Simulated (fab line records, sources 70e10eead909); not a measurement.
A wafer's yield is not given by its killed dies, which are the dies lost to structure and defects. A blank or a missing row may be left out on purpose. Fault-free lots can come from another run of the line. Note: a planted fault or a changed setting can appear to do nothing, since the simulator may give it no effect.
Check for tools in common | flow nandHarc | 1 lot, 3 wafers sampled

== WHAT PROMPTED THE OPENING ==
At NHARC_END_SORT_01 the reading killedAtPeriphery is flagged on 1 of 1 lot. Wafers without a fault read 3.1, standard deviation 2.1.
Rule: a lot gets a flag if all its wafers with a number sit over 4 standard deviations from that mean, or if no wafer of it has a number. As for the other lots, they are considered sound.

lot  | measured     | on        | killedAtPeriphery, wafer by wafer | flag
L556 | day 20 09:11 | prober-01 | 661 661 668                       | FLAGGED
The numbers of the flagged lots are 663.3 on average: +660.2 against the usual, or +99 or more standard deviations.

== TOOL THAT RAN EACH LOT ==
The record holds 4 process steps before the reading, out of a route of 1159 steps. Read each cell as the tool, then ch plus the chambers that the sampled wafers visited, then the start.
lot  | flag    | NHARC_P_ZERO_WELL_ETCH_62                 | NHARC_P_STI_DESCUM_14            | NHARC_P_GATE_EXPOSE_08          | NHARC_P_GATE_STRIP_101
L556 | FLAGGED | rieDiel-10 ch 0,1, day 3 02:30 or earlier | rieDiel-04 ch 0,2,3, day 3 02:30 | krfScanner-02 ch 0, day 4 21:01 | rieDiel-11 ch 2,3, day 6 05:29
What these steps do:
- NHARC_P_ZERO_WELL_ETCH_62: etches the open film in CHF3/Ar, target depth 13 nm, time 6.5 s.
- NHARC_P_STI_DESCUM_14: chemistry O2, time 3 s.
- NHARC_P_GATE_EXPOSE_08: exposes mask P HV.
- NHARC_P_GATE_STRIP_101: strips in O2, time 20 s.
- NHARC_END_SORT_01

== FLAGGED AGAINST TOTAL, ONE TOOL AT A TIME (gauges that did the reading follow at the end) ==
step                      | tool          | lots run | flagged | share of the flagged lots | sound lots run after its first flagged lot
NHARC_P_ZERO_WELL_ETCH_62 | rieDiel-10    | 1        | 1       | all                       | 0
NHARC_P_STI_DESCUM_14     | rieDiel-04    | 1        | 1       | all                       | 0
NHARC_P_GATE_EXPOSE_08    | krfScanner-02 | 1        | 1       | all                       | 0
NHARC_P_GATE_STRIP_101    | rieDiel-11    | 1        | 1       | all                       | 0
NHARC_END_SORT_01         | prober-01     | 1        | 1       | all                       | 0
With no start given for some of its lots, NHARC_P_ZERO_WELL_ETCH_62 uses the hours and lot order of NHARC_P_STI_DESCUM_14.

== THE TABLE: WHAT IT ALLOWS ==
5 rows of the table ran every flagged lot: rieDiel-10 at NHARC_P_ZERO_WELL_ETCH_62, rieDiel-04 at NHARC_P_STI_DESCUM_14, krfScanner-02 at NHARC_P_GATE_EXPOSE_08, rieDiel-11 at NHARC_P_GATE_STRIP_101, prober-01 at NHARC_END_SORT_01.
- rieDiel-10 at NHARC_P_ZERO_WELL_ETCH_62: 1 of its 1 lot flagged. With no sound lot run before its first flagged lot in this sample, there is nothing to narrow down the start.
- rieDiel-04 at NHARC_P_STI_DESCUM_14: 1 of its 1 lot flagged. With no sound lot run before its first flagged lot in this sample, there is nothing to narrow down the start.
- krfScanner-02 at NHARC_P_GATE_EXPOSE_08: 1 of its 1 lot flagged. With no sound lot run before its first flagged lot in this sample, there is nothing to narrow down the start.
- rieDiel-11 at NHARC_P_GATE_STRIP_101: 1 of its 1 lot flagged. With no sound lot run before its first flagged lot in this sample, there is nothing to narrow down the start.
- prober-01 at NHARC_END_SORT_01: 1 of its 1 lot flagged. With no sound lot run before its first flagged lot in this sample, there is nothing to narrow down the start.
A lot count leaves these 5 tools indistinguishable: every one of them fits a fault beginning at some hour. More lots, or a look at what each step does to the wafer, might.

== WHAT WAS PUT IN BY THE SIMULATOR ==
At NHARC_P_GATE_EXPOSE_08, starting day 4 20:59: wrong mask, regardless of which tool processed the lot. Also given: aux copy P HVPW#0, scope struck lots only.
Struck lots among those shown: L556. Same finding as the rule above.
